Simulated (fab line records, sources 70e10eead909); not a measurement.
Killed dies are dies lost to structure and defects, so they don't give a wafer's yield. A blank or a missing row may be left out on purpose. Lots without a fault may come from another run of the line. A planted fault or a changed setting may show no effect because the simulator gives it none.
A struck lot beside a sound one | flow nand_harc | 26 steps out of a route of 1302
Sound: wafers L566.1, L566.3, L566.6. Struck: wafers L559.1, L559.4, L559.6. The cause comes at the end.
At each step with rows: each side's tool, then ch and its chambers, then its first start. Under that, the readings that differ: sound wafers | struck wafers | difference of the means | sigmas: that difference in standard deviations of wafers without a fault.
alike: readings whose means differ by less than 2 such deviations, and words and numbers that are the same on both sides. not compared: withheld readings, readings that some wafer has no value for, bounds like >300 that may hide the same value, and numbers for which the record gives no deviation and whose values overlap.
The two part at a step that has a row with sigmas, a row that says differs or no value, or rows on one side only. Numbers that don't overlap but have no deviation are shown without sigmas and don't part them. A reading that every wafer of one side lacks parts them only if that side has two wafers or more.

first, 8 steps without rows for these wafers: NHARC_A_CHANNEL_HOLE_D1_PEB_08 (peb time 65 s); NHARC_A_CHANNEL_HOLE_D1_DEVELOP_09 (develop time 35 s); NHARC_A_CHANNEL_HOLE_D1_DESCUM_15 (chemistry O2, time 3 s); NHARC_A_CHANNEL_HOLE_D1_ETCH_38 (etches the open film in CF4, target depth 39 nm, time 65 s); NHARC_A_CHANNEL_HOLE_D1_ETCH_39 (etches the open film in N2/H2, target depth 260 nm, time 325 s); NHARC_A_CHANNEL_HOLE_D1_ETCH_34 (etches the open film in CF4/CHF3, target depth 154 nm, time 77 s); NHARC_A_CHANNEL_HOLE_D1_ETCH_16 (etches the open film in O2/COS, target depth 3100 nm, time 806 s); NHARC_A_CHANNEL_HOLE_D1_ETCH_19 (etches the open film in C4F8/O2/Ar, time 34.5 s).
NHARC_A_CHANNEL_HOLE_D1_ETCH_20: etches the open film in C4F8/O2/Ar, time 361.9 s, target depth 1600 nm.
  sound on har_etch-01 ch 0,1, day 17 09:02; struck on har_etch-02 ch 0, day 14 11:14
  no value came back on the struck wafers for any of 5 readings (c4f8_flow_sccm (sccm), chamber_pressure_mTorr (mTorr) and others); on the sound wafers c4f8_flow_sccm (sccm) reads 89.41 89.38 89.28
  not compared: rf_hours_counter_h
then, 10 steps without rows for these wafers: NHARC_A_CHANNEL_HOLE_D1_ETCH_21 (etches the open film in C4F8/O2/Ar, time 514.3 s, target depth 1600 nm); NHARC_A_CHANNEL_HOLE_D1_ETCH_22 (etches the open film in C4F8/O2/Ar, time 666.7 s, target depth 1600 nm); NHARC_A_CHANNEL_HOLE_D1_ETCH_23 (etches the open film in C4F8/O2/Ar, time 819 s, target depth 1600 nm); NHARC_A_CHANNEL_HOLE_D1_ETCH_24 (etches the open film in C4F8/O2/Ar, time 906.2 s, target depth 1500 nm); NHARC_A_CHANNEL_HOLE_D1_ETCH_25 (etches the open film in C4F8/O2/Ar, time 1040.2 s, target depth 1500 nm); NHARC_A_CHANNEL_HOLE_D1_ETCH_26 (etches the open film in C4F8/O2/Ar, time 224.1 s, target depth 300 nm); NHARC_A_CHANNEL_HOLE_D1_ETCH_33 (etches the open film in C4F8/O2/Ar, time 90 s, target depth 400 nm); NHARC_A_CHANNEL_HOLE_D1_STRIP_41 (strips in N2/H2); NHARC_A_CHANNEL_HOLE_D1_STRIP_42 (strips in CF4/CHF3); NHARC_A_CHANNEL_HOLE_D1_STRIP_43 (strips in O2/COS).
NHARC_A_CHANNEL_HOLE_D1_ETCH_44: etches the open film in CF4/O2, target depth 140 nm, overetch 14 nm, time 77 s.
  sound on rie_diel-05 ch 0,2, day 17 13:41; struck on rie_diel-05 ch 1,2,3, day 14 15:48
  reading                            | sound             | struck            | difference | sigmas
  cf4_flow_sccm (sccm)               | 79.51 79.69 80.25 | 80.58 80.14 80.27 | +0.51      | +2
  model.A_CHANNEL_HOLE_D1.cd_nm (nm) | 89.57 91.91 91.73 | 96.67 97.87 98.91 | +6.75      |
  alike: bias_w, drypump_motor_current_A, oes_o_777_au, oes_product_au, rf_vpp_V, showerhead_plenum_p_Torr, throttle_valve_pct
  not compared: rf_hours_counter_h
then, 3 steps without rows for these wafers: NHARC_A_CHANNEL_HOLE_D1_STRIP_27 (strips in O2); NHARC_A_CHANNEL_HOLE_D1_PRECLEAN_28 (cleans in SC1); NHARC_A_CHANNEL_HOLE_D1_SRD_29.
NHARC_A_CHANNEL_HOLE_D1_CD_MEAS_30:
  sound on cd_sem-03, day 17 14:28; struck on cd_sem-03, day 14 16:36
  reading    | sound          | struck        | difference | sigmas
  cd_nm (nm) | 89.6 91.6 91.5 | -0.7 -0.4 0.1 | -91.2      | -91
NHARC_A_CHANNEL_HOLE_D1_XSEM_31:
  sound on xsem-01 ch 0, day 17 14:33; struck on xsem-02 ch 0, day 14 16:41
  reading        | sound          | struck         | difference | sigmas
  bot_cd_nm (nm) | 73.3 76.0 75.5 | 0.0 0.0 0.0    | -74.9      | -62
  bow_nm (nm)    | 8.92 8.88 8.91 | 0.36 0.36 0.36 | -8.54      | -41
  alike: tilt_deg
-- the record jumps here: 15 days lie between the struck wafers' starts before and after (it left off in module A_CHANNEL_HOLE_D1 and takes up again in module END, whose first step shown is number 1302 of the route) --
NHARC_END_SORT_01:
  the record has rows for the struck wafers here (prober-02 ch 0, day 30 02:07) and none for the sound ones

WHERE THEY PART
First at NHARC_A_CHANNEL_HOLE_D1_ETCH_20; last, within this record, at NHARC_END_SORT_01.

WHY: what the simulator had put in
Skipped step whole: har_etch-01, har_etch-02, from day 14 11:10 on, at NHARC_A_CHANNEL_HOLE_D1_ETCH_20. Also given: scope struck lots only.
